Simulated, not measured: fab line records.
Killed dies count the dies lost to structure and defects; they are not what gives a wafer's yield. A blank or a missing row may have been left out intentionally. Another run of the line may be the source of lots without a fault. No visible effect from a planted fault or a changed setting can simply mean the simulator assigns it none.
fab line records	flow n5_finfet
[record] lots = 6	wafers = 18	last_day = 19
route steps=1938 shown HKMG_FIN@412 BEOL_M4@1111
lots untouched by any fault: they come from a run of this same line in which no faults occurred
start_h: the number of hours between the record's first day and the start of the first shown wafer of the lot	wait_h: hours from the lot's prior step to this one	" identical to the entry in the row above	L1.1+2: a row that stands for several wafers	- value missing, or start not given	* or withheld: withheld	< > ~ a bound
route shown NAME@n: NAME is a module with steps in the file, n the number in the route of the first one	usual: the fault-free wafers' mean and standard deviation	same: alike in all rows	chamber/n: place in a boat	sites: per-site readings	_std_site: standard deviation of those values	_edge_site: the outer-site mean with the inner-site mean subtracted	radius_mm: how far each site lies from the wafer's centre	mask NAME#n: copy n	behind: the tool/chamber that last shaped the wafer	hold: why the lot was held/for how many hours/how that ended	device: names the non-switching transistor (n, p or np)	end of line: tests of these same wafers at the route's end	a step without rows: its recipe alone	killed: not the wafer's yield, but the dies lost to structure and defects at the first sort	map: per-die view of a wafer (x killed, . not killed, _ where there is no die)
set.NAME: the run value of the setting; set.NAME@STEP: its run value at that earlier step	model.NAME: the simulator's own value behind a step, which no gauge read
lots at some steps of the route; a table a step, a row a wafer
services: when a tool's chamber went out of use (start_h, in hours from the record's first day, below 0 if earlier), for how many hours, and the reason
[[steps]]
[step N5_HKMG_FIN_ALD_79]
[recipe] material = TiN	target_thk_a = 15	temp_c = 400	ald_precursor_family = TiCl4	ald_co_reactant = NH3	pulse_time_s = 1	purge_time_s = 3	co_reactant_purge_time_s = 2	co_reactant_pulse_time_s = 2	ald_cycles = 68	pressure_torr = 3
[usual] heater_power_w = 876/100	precursor_pulse_height_rel = 1.000/0.019
lot.wafer	tool	chamber	start_h	wait_h	heater_power_w	precursor_pulse_height_rel
L826.2	ald_metal-03	2	109.49	0.0	1043	1.014
L826.5	"	1	"	"	866	1.001
L826.6	"	2	"	"	1012	0.955
L827.1	ald_metal-03	0	116.07	0.0	1068	1.019
L827.2	"	2	"	"	1044	0.987
L827.4	"	1	"	"	854	0.966
L834.3	ald_metal-02	0	156.92	0.0	908	0.990
L834.5	"	1	"	"	825	1.041
L834.6	"	2	"	"	850	1.013
L835.1	ald_metal-04	2	164.88	0.0	880	0.989
L835.2	"	0	"	"	656	1.028
L835.5	"	1	"	"	850	1.024
L842.2	ald_metal-04	2	208.23	0.0	802	0.994
L842.3	"	1	"	"	823	0.987
L842.4	"	0	"	"	651	1.003
L843.1	ald_metal-02	3	210.76	0.0	792	1.017
L843.2	"	2	"	"	834	1.035
L843.3	"	1	"	"	855	0.996
[step N5_HKMG_FIN_CVD_62]
[recipe] material = a-Si	target_thk_a = 30	temp_c = 500	precursor = Si2H6	pressure_torr = 1	time_s = 20.8
[step N5_HKMG_FIN_RTA_80]
[recipe] temp_c = withheld	time_s = 2	ambient = N2	idle_temp_c = 600	ramp_up_c_per_s = 150	ramp_down_c_per_s = 60	cool_to_c = 600
[step N5_HKMG_FIN_PRECLEAN_64]
[recipe] chemistry = dHF	time_s = 30	temp_c = 25	dilution = withheld
[step N5_HKMG_FIN_WET_ETCH_65]
[recipe] chemistry = TMAH	temp_c = 70	conc_wt_pct = 5	target = a-Si	stop_on = TiN	time_s = 49	target_depth_nm = 3
[step N5_HKMG_FIN_WET_ETCH_81]
[recipe] chemistry = SC1	target = TiN	stop_on = HfO2	mix = 1:1:5	temp_c = 60	time_s = 57	target_depth_nm = 6
[step N5_HKMG_FIN_WET_ETCH_82]
[recipe] chemistry = dHCl	mix = 1:10000	temp_c = 25	target = La2O3	stop_on = HfO2	target_depth_nm = 2	dry = ipa_marangoni	rinse_time_s = 30	rinse_temp_c = 23
[step N5_HKMG_FIN_ALD_36]
[recipe] material = TiN	target_thk_a = 10	temp_c = 400	ald_precursor_family = TiCl4	ald_co_reactant = NH3	pulse_time_s = 1	purge_time_s = 3	co_reactant_purge_time_s = 2	co_reactant_pulse_time_s = 2	ald_cycles = 47	pressure_torr = 3
[usual] heater_power_w = 870/110	precursor_pulse_height_rel = 1.000/0.019
lot.wafer	tool	chamber	start_h	wait_h	heater_power_w	precursor_pulse_height_rel
L826.2	ald_metal-04	3	110.31	0.0	866	1.003
L826.5	"	3	"	"	866	0.988
L826.6	"	0	"	"	658	0.987
L827.1	ald_metal-03	1	116.82	0.0	890	0.982
L827.2	"	3	"	"	867	0.967
L827.4	"	2	"	"	1031	1.026
L834.3	ald_metal-03	3	157.68	0.0	867	0.996
L834.5	"	3	"	"	855	0.978
L834.6	"	2	"	"	1053	1.001
L835.1	ald_metal-03	1	165.70	0.0	875	1.014
L835.2	"	2	"	"	1011	1.011
L835.5	"	3	"	"	858	0.992
L842.2	ald_metal-04	1	209.01	0.0	830	1.034
L842.3	"	3	"	"	862	0.961
L842.4	"	0	"	"	664	1.011
L843.1	ald_metal-04	0	211.54	0.0	652	1.014
L843.2	"	2	"	"	836	1.021
L843.3	"	1	"	"	842	1.013
[step N5_HKMG_FIN_THK_MEAS_70]
[recipe] thk_meas_gauge = xrf	reads = HfO2_of_HKMG_FIN_HK_ALD_01
[usual] HK_THK = 1.598/0.016
lot.wafer	tool	chamber	start_h	wait_h	HK_THK[nm]
L826.2	film_metro-02	-	110.59	0.2	1.625
L826.5	"	-	"	"	1.631
L826.6	"	-	"	"	1.585
L827.1	film_metro-01	-	117.10	0.2	1.600
L827.2	"	-	"	"	1.603
L827.4	"	-	"	"	1.584
L834.3	film_metro-02	-	157.96	0.2	1.587
L834.5	"	-	"	"	1.594
L834.6	"	-	"	"	1.587
L835.1	film_metro-01	-	166.28	0.5	1.619
L835.2	"	-	"	"	1.610
L835.5	"	-	"	"	1.605
L842.2	film_metro-02	-	209.29	0.2	1.596
L842.3	"	-	"	"	1.610
L842.4	"	-	"	"	1.645
L843.1	film_metro-02	-	211.82	0.2	1.619
L843.2	"	-	"	"	1.651
L843.3	"	-	"	"	1.575
[step N5_HKMG_FIN_PWFM_ALD_03]
[recipe] material = TiN	target_thk_a = 20	temp_c = 400	ald_precursor_family = TiCl4	ald_co_reactant = NH3	pulse_time_s = 1	purge_time_s = 3	co_reactant_purge_time_s = 2	co_reactant_pulse_time_s = 2	ald_cycles = 91	pressure_torr = 3
[usual] heater_power_w = 879/95	precursor_pulse_height_rel = 0.999/0.022
lot.wafer	tool	chamber	start_h	wait_h	heater_power_w	precursor_pulse_height_rel
L826.2	ald_metal-03	2	110.63	0.0	1019	1.020
L826.5	"	0	"	"	1069	1.015
L826.6	"	1	"	"	886	1.004
L827.1	ald_metal-03	2	117.14	0.0	1020	1.040
L827.2	"	3	"	"	857	1.007
L827.4	"	1	"	"	848	0.967
L834.3	ald_metal-04	2	157.99	0.0	855	1.023
L834.5	"	2	"	"	829	0.987
L834.6	"	1	"	"	829	1.059
L835.1	ald_metal-02	3	166.32	0.0	792	0.952
L835.2	"	1	"	"	834	1.013
L835.5	"	0	"	"	902	1.042
L842.2	ald_metal-03	2	209.35	0.1	1036	1.008
L842.3	"	0	"	"	1064	0.996
L842.4	"	3	"	"	863	1.011
L843.1	ald_metal-02	0	211.86	0.0	916	0.975
L843.2	"	3	"	"	797	1.004
L843.3	"	2	"	"	858	0.969
[step N5_HKMG_FIN_COAT_29]
[recipe] resist = SOC	temp_c = 250	time_s = 60	spin_rpm = 1500	resist_thk_nm = 300
[step N5_HKMG_FIN_COAT_30]
[recipe] resist = SiARC	temp_c = 220	time_s = 60	spin_rpm = 1500	resist_thk_nm = 35
[step N5_HKMG_FIN_COAT_06]
[recipe] resist = CAR-ArF	spin_rpm = 1500	resist_thk_nm = 90
[usual] dispense_pressure_kPa = 52.5/1	spin_speed_rpm = 1500.1/1
lot.wafer	tool	chamber	start_h	wait_h	dispense_pressure_kPa	spin_speed_rpm	model.CAR-ArF_of_HKMG_FIN_COAT_06.thk_nm
L826.2	litho_track-04	0	111.10	-	53.7	1501.0	89.8
L826.5	"	0	"	"	53.7	1500.6	90
L826.6	"	0	"	"	53.7	1501.4	89.8
L827.1	litho_track-01	0	117.62	-	51.2	1501.2	90.4
L827.2	"	0	"	"	51.2	1499.8	90.4
L827.4	"	0	"	"	51.2	1500.3	90.2
L834.3	litho_track-01	0	158.47	-	51.2	1381.9	93.6
L834.5	"	0	"	"	51.2	1383.7	93.4
L834.6	"	0	"	"	51.2	1384.6	93.2
L835.1	litho_track-01	0	166.79	-	51.2	1385.3	94
L835.2	"	0	"	"	51.2	1384.2	94
L835.5	"	0	"	"	51.2	1383.7	94
L842.2	litho_track-04	0	209.84	-	53.7	1501.8	90
L842.3	"	0	"	"	53.7	1501.5	90.2
L842.4	"	0	"	"	53.7	1500.5	90.2
L843.1	litho_track-03	0	212.33	-	52.4	1496.9	89.8
L843.2	"	0	"	"	52.4	1499.4	89.8
L843.3	"	0	"	"	52.4	1498.6	89.8
[step N5_HKMG_FIN_EBR_08]
[recipe] solvent = PGMEA	ebr_width_mm = 1.5
[step N5_HKMG_FIN_SOFTBAKE_07]
[recipe] temp_c = 110	time_s = 60	resist = CAR-ArF
[step N5_HKMG_FIN_EXPOSE_09]
[recipe] mask_id = NWFM	na = 1.35	source_shape = conventional	sigma_outer = 0.8	polarization = unpolarized	dose_mj = 39.25
[step N5_HKMG_FIN_PEB_10]
[recipe] peb_temp_c = withheld	peb_time_s = 60	resist = CAR-ArF
[step N5_HKMG_FIN_DEVELOP_11]
[recipe] develop_time_s = 30	developer = TMAH	resist = CAR-ArF	dev_temp_c = 23	rinse_liquid = diw	dry = air_spin
[step N5_HKMG_FIN_CD_MEAS_12]
[recipe] target_cd_nm = 92.8	landing_energy_ev = 500	detector = se_inlens
[usual] cd_nm = 92.5/0.66
lot.wafer	tool	chamber	start_h	wait_h	cd_nm
L826.2	cd_sem-01	0	111.47	-	92.0
L826.5	"	0	"	"	92.9
L826.6	"	0	"	"	93.0
L827.1	cd_sem-02	0	117.85	-	91.9
L827.2	"	0	"	"	92.2
L827.4	"	0	"	"	92.4
L834.3	cd_sem-03	0	158.83	-	91.8
L834.5	"	0	"	"	92.1
L834.6	"	0	"	"	92.2
L835.1	cd_sem-03	0	167.15	-	91.3
L835.2	"	0	"	"	90.6
L835.5	"	0	"	"	91.5
L842.2	cd_sem-03	0	210.08	-	92.6
L842.3	"	0	"	"	92.7
L842.4	"	0	"	"	93.5
L843.1	cd_sem-02	0	212.69	-	91.7
L843.2	"	0	"	"	92.8
L843.3	"	0	"	"	92.3
[step N5_HKMG_FIN_OVL_MEAS_13]
[recipe] points_per_wafer = 44
[usual] NWFM_OVL = 0.2/0.59
lot.wafer	tool	chamber	start_h	wait_h	NWFM_OVL[nm]
L826.2	overlay-01	0	111.50	0.0	0.7
L826.5	"	0	"	"	0.0
L826.6	"	0	"	"	0.8
L827.1	overlay-02	0	117.88	0.0	0.6
L827.2	"	0	"	"	-0.8
L827.4	"	0	"	"	0.5
L834.3	overlay-01	0	158.87	0.0	0.3
L834.5	"	0	"	"	-0.3
L834.6	"	0	"	"	0.4
L835.1	overlay-02	0	167.18	0.0	-0.6
L835.2	"	0	"	"	-1.2
L835.5	"	0	"	"	0.2
L842.2	overlay-01	0	210.11	0.0	-0.1
L842.3	"	0	"	"	-0.5
L842.4	"	0	"	"	0.5
L843.1	overlay-02	0	212.72	0.0	-0.1
L843.2	"	0	"	"	-0.7
L843.3	"	0	"	"	0.2
[step N5_HKMG_FIN_INSPECT_14]
[recipe] mode = adi	inspect_instrument = macro
[usual] raw_defect_count = 2.1/1.4
lot.wafer	tool	chamber	start_h	wait_h	raw_defect_count
L826.2	defect_inspect-02	-	111.52	0.0	3
L826.5	"	-	"	"	5
L826.6	"	-	"	"	3
L827.1	defect_inspect-01	-	117.91	0.0	2
L827.2	"	-	"	"	2
L827.4	"	-	"	"	2
L834.3	defect_inspect-01	-	158.89	0.0	2
L834.5	"	-	"	"	2
L834.6	"	-	"	"	1
L835.1	defect_inspect-01	-	167.21	0.0	1
L835.2	"	-	"	"	2
L835.5	"	-	"	"	3
L842.2	defect_inspect-01	-	210.13	0.0	1
L842.3	"	-	"	"	3
L842.4	"	-	"	"	1
L843.1	defect_inspect-01	-	212.75	0.0	4
L843.2	"	-	"	"	4
L843.3	"	-	"	"	2
[step N5_HKMG_FIN_DESCUM_17]
[recipe] chemistry = O2	time_s = 7.9	source_power_w = 50	bias_power_w = 20	pressure_mtorr = 20	rf_frequency_hz = 2.712e+07	temp_c = 40	resist = CAR-ArF	o2_flow_sccm = 225
[usual] drypump_motor_current_A = 5.8/0.46	oes_product_au = 0.80/0.099	rf_vpp_V = 243.0/1.1	showerhead_plenum_p_Torr = 2.09/0.052	throttle_valve_pct = 20.41/0.22
lot.wafer	tool	chamber	start_h	wait_h	drypump_motor_current_A	oes_product_au	rf_hours_counter_h	rf_vpp_V	showerhead_plenum_p_Torr	throttle_valve_pct
L826.2	rie_diel-06	1	111.55	0.0	5.3	0.73	184	241.5	1.98	20.32
L826.5	"	2	"	"	4.6	0.86	-	244.7	2.14	20.66
L826.6	"	1	"	"	5.3	0.73	-	241.6	1.98	20.31
L827.1	rie_diel-05	3	117.94	0.0	6.6	0.66	244	244.4	2.07	20.42
L827.2	"	0	"	"	5.7	0.72	205	242.5	2.08	20.47
L827.4	"	2	"	"	6.1	0.67	239	242.5	2.15	20.36
L834.3	rie_diel-01	3	158.92	0.0	6.0	0.79	99	243.4	2.09	20.53
L834.5	"	0	"	"	5.8	0.97	-	243.7	2.16	20.02
L834.6	"	1	"	"	6.0	0.82	-	242.9	2.12	20.19
L835.1	rie_diel-05	3	167.24	0.0	6.6	0.92	8	242.1	2.06	20.04
L835.2	"	1	"	"	5.8	0.69	211	242.7	2.00	20.74
L835.5	"	3	"	"	6.6	0.93	-	243.5	2.06	20.04
L842.2	rie_diel-01	2	210.17	0.0	5.4	0.84	62	242.5	2.05	20.55
L842.3	"	1	"	"	6.0	0.80	88	244.3	2.12	20.20
L842.4	"	3	"	"	6.0	0.77	117	241.3	2.08	20.55
L843.1	rie_diel-06	0	213.09	0.3	5.4	0.83	78	243.3	2.13	20.12
L843.2	"	3	"	"	5.6	0.70	247	242.2	2.06	20.53
L843.3	"	1	"	"	5.3	0.70	219	241.2	1.97	20.37
[step N5_HKMG_FIN_ETCH_31]
[recipe] chemistry = CF4	target = SiARC	target_depth_a = 455	mask_material = CAR-ArF	time_s = 75.8	ion_energy_ev = 80	pressure_mtorr = 40	source_w = 545	bias_w = 36	Ar_flow_sccm = 100	cf4_flow_sccm = 100	ends = cleared
[usual] bias_w = 36.00/0.12	drypump_motor_current_A = 5.8/0.46	etch_rf_on_time_s = 75.6/2.1	mfc_ar_sccm = 99.99/0.28	oes_product_au = 0.68/0.082	rf_vpp_V = 183.9/0.99	showerhead_plenum_p_Torr = 2.13/0.051	throttle_valve_pct = 15.58/0.25
lot.wafer	tool	chamber	start_h	wait_h	bias_w	drypump_motor_current_A	etch_rf_on_time_s	mfc_ar_sccm	oes_product_au	rf_hours_counter_h	rf_vpp_V	showerhead_plenum_p_Torr	throttle_valve_pct	model.CAR-ArF_of_HKMG_FIN_COAT_06.thk_nm
L826.2	rie_diel-06	1	111.59	0.0	35.90	5.3	74.9	99.83	0.63	184	181.6	2.04	15.61	50.6
L826.5	"	2	"	"	36.20	4.6	75.2	99.85	0.73	-	185.0	2.17	15.68	50.8
L826.6	"	1	"	"	36.01	5.3	76.4	99.99	0.61	-	182.3	2.04	15.62	50.6
L827.1	rie_diel-05	3	117.98	0.0	35.95	6.6	77.0	99.94	0.57	244	183.8	2.11	15.56	51.2
L827.2	"	0	"	"	36.03	5.7	76.4	99.98	0.62	205	184.5	2.12	15.72	51.2
L827.4	"	2	"	"	36.19	6.1	75.3	100.01	0.58	239	182.8	2.19	15.61	51.2
L834.3	rie_diel-01	3	158.96	0.0	36.06	6.0	74.7	100.05	0.69	99	184.6	2.17	15.93	54.4
L834.5	"	0	"	"	35.92	5.8	71.4	100.07	0.83	-	185.0	2.19	15.18	54.2
L834.6	"	1	"	"	35.87	6.0	76.0	99.68	0.70	-	182.6	2.16	15.34	54
L835.1	rie_diel-05	3	167.28	0.0	36.19	6.6	74.7	100.14	0.80	8	182.9	2.10	15.12	55
L835.2	"	1	"	"	36.27	5.8	74.6	100.20	0.60	211	183.4	2.04	15.87	54.8
L835.5	"	3	"	"	35.99	6.6	74.4	99.96	0.79	-	181.2	2.10	15.09	55
L842.2	rie_diel-01	2	210.20	0.0	36.07	5.5	78.9	100.34	0.69	62	182.9	2.08	15.57	51
L842.3	"	1	"	"	36.13	5.9	75.8	100.21	0.68	88	184.1	2.15	15.37	51
L842.4	"	3	"	"	35.94	6.0	75.2	100.31	0.67	117	184.6	2.16	15.94	51
L843.1	rie_diel-06	0	213.13	0.0	36.04	5.5	78.2	99.85	0.70	78	183.7	2.18	15.37	50.8
L843.2	"	3	"	"	36.05	5.6	78.5	100.08	0.59	247	183.1	2.10	15.74	50.6
L843.3	"	1	"	"	36.03	5.3	74.8	99.66	0.60	219	181.9	2.03	15.68	50.8
[step N5_HKMG_FIN_ETCH_32]
[recipe] chemistry = N2/H2	target = SOC	target_depth_a = 2400	temp_c = 40	time_s = 300	ion_energy_ev = 200	mask_material = SiARC	pressure_mtorr = 30	source_w = 840	bias_w = 150	n2_flow_sccm = 200	h2_flow_sccm = 200
[usual] bias_w = 150.0/0.43	drypump_motor_current_A = 5.8/0.46	oes_product_au = 0.79/0.098	rf_vpp_V = 523.6/1.8	showerhead_plenum_p_Torr = 2.53/0.059	throttle_valve_pct = 17.82/0.29
lot.wafer	tool	chamber	start_h	wait_h	bias_w	drypump_motor_current_A	oes_product_au	rf_hours_counter_h	rf_vpp_V	showerhead_plenum_p_Torr	throttle_valve_pct
L826.2	rie_diel-06	1	111.64	0.0	149.8	5.3	0.72	184	521.1	2.44	18.05
L826.5	"	2	"	"	150.5	4.6	0.85	-	525.6	2.58	18.00
L826.6	"	1	"	"	150.5	5.3	0.73	-	519.5	2.44	18.04
L827.1	rie_diel-05	3	118.03	0.0	149.2	6.6	0.67	244	522.0	2.51	17.82
L827.2	"	0	"	"	149.5	5.7	0.72	205	523.3	2.54	18.07
L827.4	"	2	"	"	149.7	6.1	0.67	240	525.2	2.59	17.72
L834.3	rie_diel-01	3	159.02	0.0	150.3	6.0	0.80	99	522.4	2.57	18.10
L834.5	"	0	"	"	149.6	5.8	0.97	-	526.5	2.60	17.35
L834.6	"	1	"	"	150.6	6.0	0.81	-	524.4	2.55	17.40
L835.1	rie_diel-05	3	167.33	0.0	149.8	6.6	0.93	8	521.8	2.50	17.40
L835.2	"	1	"	"	150.2	5.8	0.70	211	522.0	2.41	18.07
L835.5	"	3	"	"	149.3	6.6	0.94	-	522.5	2.50	17.41
L842.2	rie_diel-01	2	210.26	0.0	150.1	5.4	0.81	62	522.1	2.51	18.10
L842.3	"	1	"	"	150.6	6.0	0.80	88	526.0	2.54	17.43
L842.4	"	3	"	"	150.5	6.0	0.78	117	525.1	2.56	18.13
L843.1	rie_diel-06	0	213.19	0.0	149.3	5.5	0.81	78	524.6	2.58	17.69
L843.2	"	3	"	"	149.6	5.6	0.68	247	522.6	2.48	17.83
L843.3	"	1	"	"	150.5	5.3	0.70	219	520.6	2.42	18.09
[step N5_BEOL_M4_RC_MEAS_101]
[usual] DIBL_N = 36.3/1.7	DIBL_P = 36.5/2.1	IOFF_N = 0.16/0.03	IOFF_P = 0.22/0.035	ION_N = 675/11	ION_P = 465/7.1	SS_N = 71.5/0.62	SS_P = 73.3/0.64	VT_N = 250/3.1	VT_P = -249.1/3
lot.wafer	tool	chamber	start_h	wait_h	DIBL_N[mV/V]	DIBL_P[mV/V]	IOFF_N[nA/um]	IOFF_P[nA/um]	ION_N[uA/um]	ION_P[uA/um]	SS_N[mV/dec]	SS_P[mV/dec]	VT_N[mV]	VT_P[mV]
L826.2	prober-02	0	200.23	0.2	34.3	33.8	0.11	0.18	657	457	71.0	73.1	254	-256.1
L826.5	"	0	"	"	37.8	38.0	0.17	0.25	687	477	71.0	74.2	250	-249.9
L826.6	"	0	"	"	33.5	32.9	0.11	0.17	655	456	70.5	72.7	254	-253.8
L827.1	prober-02	0	201.74	0.0	36.5	34.6	0.15	0.21	683	466	72.1	72.5	251	-249.8
L827.2	"	0	"	"	36.5	35.3	0.15	0.21	673	467	72.0	73.9	250	-249.7
L827.4	"	0	"	"	37.1	35.7	0.17	0.24	672	469	72.1	73.0	248	-246.0
L834.3	prober-01	0	298.24	0.3	37.5	36.6	0.19	0.22	677	461	71.8	74.0	248	-249.0
L834.5	"	0	"	"	35.0	35.4	0.15	0.21	669	462	71.4	73.5	250	-250.1
L834.6	"	0	"	"	36.8	37.4	0.18	0.25	678	464	71.9	73.6	248	-246.1
L835.1	prober-02	0	307.25	0.0	38.4	38.1	0.20	0.27	694	471	71.7	74.1	244	-243.2
L835.2	"	0	"	"	35.2	34.2	0.13	0.18	667	460	70.3	72.6	250	-249.3
L835.5	"	0	"	"	37.1	35.5	0.15	0.20	671	461	71.2	73.0	251	-250.8
L842.2	prober-02	0	312.40	0.2	39.3	40.9	0.22	0.28	703	484	71.4	74.7	248	-245.9
L842.3	"	0	"	"	37.3	38.2	0.18	0.23	686	465	71.7	73.7	246	-248.6
L842.4	"	0	"	"	38.5	39.9	0.20	0.27	678	466	71.7	73.9	250	-247.1
L843.1	prober-02	0	332.04	0.0	35.3	37.3	0.16	0.22	697	477	71.7	73.4	247	-247.2
L843.2	"	0	"	"	37.0	38.8	0.19	0.24	684	466	71.6	73.7	247	-247.8
L843.3	"	0	"	"	36.2	38.5	0.17	0.26	688	474	71.9	74.0	247	-246.5
[[services]]
tool	chamber	start_h	hours	kind
litho_track-03	-	91.35	-	consumable_replace:filter
rie_diel-01	0	100.97	-	clean
rie_diel-01	0	100.97	-	consumable_replace:focus_ring
rie_diel-01	0	100.97	22.1	scheduled_down
rie_diel-01	0	100.97	22.1	vent_cycle
ald_metal-02	-	102.96	6.4	repair
rie_diel-05	-	106.30	2.8	pm
rie_diel-06	1	121.89	3.9	repair
ald_metal-02	-	132.71	4.3	pm
rie_diel-05	3	134.17	-	clean
rie_diel-05	3	134.17	-	consumable_replace:focus_ring
rie_diel-05	3	134.17	13.7	scheduled_down
rie_diel-05	3	134.17	13.7	vent_cycle
rie_diel-05	2	147.93	-	clean
rie_diel-05	2	147.93	-	consumable_replace:focus_ring
rie_diel-05	2	147.93	15.4	scheduled_down
rie_diel-05	2	147.93	15.4	vent_cycle
rie_diel-06	1	168.38	3.6	repair
ald_metal-03	-	176.80	0.5	repair
ald_metal-04	-	194.12	1.3	repair
ald_metal-03	-	207.92	1.4	repair
[[key]]
[first_sign] step = N5_HKMG_FIN_COAT_06	reading = spin_speed_rpm	direction = down	sigmas = 99+	usual = *	struck = *
effect none on later readings
[model_effect] step = N5_HKMG_FIN_COAT_06	value = CAR-ArF_of_HKMG_FIN_COAT_06.thk_nm	without = 90.07	struck = 93.7
[model_effect] step = N5_HKMG_FIN_ETCH_31	value = CAR-ArF_of_HKMG_FIN_COAT_06.thk_nm	without = 50.93	struck = 54.57
met_at N5_HKMG_FIN_COAT_06
struck_wafers L834.3,L834.5,L834.6,L835.1,L835.2,L835.5
onset_between 117.62 158.47
[fault] kind = process_parameter_drift	tool = litho_track-01	chamber = -	onset_h = 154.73	steps = N5_HKMG_FIN_COAT_06	channel = spin_rpm	offset = *	shape = step	end_h = 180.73	acts_in = *	stated = *
